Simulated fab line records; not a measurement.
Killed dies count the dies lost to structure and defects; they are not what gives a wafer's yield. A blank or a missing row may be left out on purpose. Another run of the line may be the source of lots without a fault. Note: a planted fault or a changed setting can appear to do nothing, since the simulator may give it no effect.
Split-lot trial / flow n5_finfet / 21 wafers read from 7 lots, route of 1938 steps

== THE SPLIT ==
At N5_BEOL_M9_EXPOSE_08 (exposes mask M9), the setting dose_mj was moved away from the recipe's 53.75 on 10 of the 21 wafers read, by -7.0% to +3.8%. The other wafers ran this setting at the recipe's value.

== FROM THE SPLIT TO THE READING: what the file shows between them, 15 steps ==
- N5_BEOL_M9_PEB_09: peb time 60 s
- N5_BEOL_M9_DEVELOP_10: develop time 30 s
- N5_BEOL_M9_CD_MEAS_11: target cd 64.1 nm
- N5_BEOL_M9_DESCUM_16: chemistry O2, time 7.9 s
- N5_BEOL_M9_ETCH_61: etches SiARC in CF4, target depth 39 nm, time 65 s
- N5_BEOL_M9_ETCH_62: etches SOC in N2/H2, target depth 110 nm, overetch 22 nm, time 165 s (also split here: time_s)
- N5_BEOL_M9_STRIP_68: strips in N2/H2
- N5_BEOL_M9_STRIP_67: strips in CF4
- N5_BEOL_M9_HM_OPEN_17: chemistry Cl2/BCl3, target TiN, target depth 20 nm, overetch 6 nm
- N5_BEOL_M9_STRIP_19: strips in O2
- N5_BEOL_M9_CD_MEAS_18: pitch 140 nm, target cd 70 nm
- N5_BEOL_M9_COAT_63: time 60 s, resist thk 60 nm
- N5_BEOL_M9_COAT_64: time 60 s, resist thk 12 nm
- N5_BEOL_M9_PRECLEAN_42: cleans in residue remover, time 60 s
- N5_BEOL_M9_SRD_43: time 30 s

== THE READING ==
cd_nm, in nm, at N5_BEOL_M9_CD_MEAS_35 (target cd 70 nm, target cd y 40 nm). On this fab line, fault-free wafers typically give 70.1 nm with a standard deviation of 0.48 nm.

wafer=L077.3; tool, chamber at the split=arfi_scanner-01, 0; dose_mj as run=52.23; against the recipe=-2.8%; cd_nm, nm=68.6; against lot-mates on the recipe=-0.7
wafer=L077.4; tool, chamber at the split=arfi_scanner-01, 0; dose_mj as run=52.23; against the recipe=-2.8%; cd_nm, nm=68.1; against lot-mates on the recipe=-1.2
wafer=L077.6; tool, chamber at the split=arfi_scanner-01, 0; dose_mj as run=53.75; against the recipe=recipe; cd_nm, nm=69.3; against lot-mates on the recipe=-
wafer=L074.2; tool, chamber at the split=arfi_scanner-02, 0; dose_mj as run=53.75; against the recipe=recipe; cd_nm, nm=69.8; against lot-mates on the recipe=-
wafer=L074.3; tool, chamber at the split=arfi_scanner-02, 0; dose_mj as run=53.75; against the recipe=recipe; cd_nm, nm=69.7; against lot-mates on the recipe=-
wafer=L074.4; tool, chamber at the split=arfi_scanner-02, 0; dose_mj as run=53.75; against the recipe=recipe; cd_nm, nm=69.9; against lot-mates on the recipe=-
wafer=L080.1; tool, chamber at the split=arfi_scanner-02, 0; dose_mj as run=53.75; against the recipe=recipe; cd_nm, nm=69.9; against lot-mates on the recipe=-
wafer=L080.3; tool, chamber at the split=arfi_scanner-02, 0; dose_mj as run=53.75; against the recipe=recipe; cd_nm, nm=70.5; against lot-mates on the recipe=-
wafer=L080.5; tool, chamber at the split=arfi_scanner-02, 0; dose_mj as run=53.75; against the recipe=recipe; cd_nm, nm=70.4; against lot-mates on the recipe=-
wafer=L082.1; tool, chamber at the split=arfi_scanner-03, 0; dose_mj as run=49.99; against the recipe=-7.0%; cd_nm, nm=66.5; against lot-mates on the recipe=no lot-mate on the recipe
wafer=L082.2; tool, chamber at the split=arfi_scanner-03, 0; dose_mj as run=49.99; against the recipe=-7.0%; cd_nm, nm=66.0; against lot-mates on the recipe=no lot-mate on the recipe
wafer=L082.3; tool, chamber at the split=arfi_scanner-03, 0; dose_mj as run=49.99; against the recipe=-7.0%; cd_nm, nm=66.2; against lot-mates on the recipe=no lot-mate on the recipe
wafer=L087.2; tool, chamber at the split=arfi_scanner-02, 0; dose_mj as run=53.75; against the recipe=recipe; cd_nm, nm=69.9; against lot-mates on the recipe=-
wafer=L087.5; tool, chamber at the split=arfi_scanner-02, 0; dose_mj as run=51.95; against the recipe=-3.3%; cd_nm, nm=68.1; against lot-mates on the recipe=-1.8
wafer=L087.6; tool, chamber at the split=arfi_scanner-02, 0; dose_mj as run=51.95; against the recipe=-3.3%; cd_nm, nm=67.8; against lot-mates on the recipe=-2.1
wafer=L095.2; tool, chamber at the split=arfi_scanner-02, 0; dose_mj as run=50.11; against the recipe=-6.8%; cd_nm, nm=66.7; against lot-mates on the recipe=-3.5
wafer=L095.4; tool, chamber at the split=arfi_scanner-02, 0; dose_mj as run=53.75; against the recipe=recipe; cd_nm, nm=70.3; against lot-mates on the recipe=-
wafer=L095.5; tool, chamber at the split=arfi_scanner-02, 0; dose_mj as run=53.75; against the recipe=recipe; cd_nm, nm=70.1; against lot-mates on the recipe=-
wafer=L096.2; tool, chamber at the split=arfi_scanner-01, 0; dose_mj as run=53.75; against the recipe=recipe; cd_nm, nm=69.7; against lot-mates on the recipe=-
wafer=L096.4; tool, chamber at the split=arfi_scanner-01, 0; dose_mj as run=55.78; against the recipe=+3.8%; cd_nm, nm=71.7; against lot-mates on the recipe=+2.0
wafer=L096.6; tool, chamber at the split=arfi_scanner-01, 0; dose_mj as run=55.78; against the recipe=+3.8%; cd_nm, nm=72.3; against lot-mates on the recipe=+2.6

THE FIT
A straight line over all 21 wafers: cd_nm changes by +0.53 nm for each +1% of dose_mj; r = +0.98; the points scatter about the line by 0.32 nm.
The same after taking each lot's own level away (the mean of its wafers on the recipe; 18 wafers): +0.536 nm for each +1%; r = +0.98; scatter 0.29 nm.
Per that fit: largest dose_mj move, reading shift of 3.8 nm.
The lots' own levels span 69.30 to 70.27 nm, that is 2.0 times the standard deviation above.
Hence the lot-to-lot level has little effect on the slope; both slopes agree.
Check: with one of the wafers moved furthest among these (-6.8%) left out of the fit, the line predicts -3.58 nm for it against its lot-mates. It came out at -3.5 nm against them.

== OTHER SPLITS APPLIED TO THESE WAFERS ==
Other splits were also applied to these wafers ahead of the reading. Each is held against what the fit with the lots' levels taken away leaves over:
other split on the same wafers=N5_BEOL_M9_ETCH_62 time_s; wafers away from the commonest value=9; r with cd_nm (lot level and that fit taken away)=-0.13

== THE WHOLE CHAIN: every reading that the file lists as answering this split, in the file's order ==
step=N5_BEOL_M9_CD_MEAS_11; what it does=target cd 64.1 nm; reading=cd_nm; change (the file's fit)=+0.537 nm for each +1% of the setting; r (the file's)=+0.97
step=N5_BEOL_M9_ETCH_61; what it does=etches SiARC in CF4, target depth 39 nm, time 65 s; reading=BEOL_M9.cd_offset_nm (the simulator's own value, which no gauge read); change (the file's fit)=+0.539 nm for each +1% of the setting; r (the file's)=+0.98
step=N5_BEOL_M9_HM_OPEN_17; what it does=chemistry Cl2/BCl3, target TiN, target depth 20 nm, overetch 6 nm; reading=BEOL_M9.cd_offset_nm (the simulator's own value, which no gauge read); change (the file's fit)=+0.559 nm for each +1% of the setting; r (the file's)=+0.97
step=N5_BEOL_M9_CD_MEAS_18; what it does=pitch 140 nm, target cd 70 nm; reading=cd_nm; change (the file's fit)=+0.511 nm for each +1% of the setting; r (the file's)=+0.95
step=N5_BEOL_M9_CD_MEAS_35; what it does=target cd 70 nm, target cd y 40 nm; reading=cd_nm; change (the file's fit)=+0.523 nm for each +1% of the setting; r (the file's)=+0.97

== THE FILE'S OWN FIT ==
cd_nm changes by +0.523 nm for each +1% of dose_mj, r = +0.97.
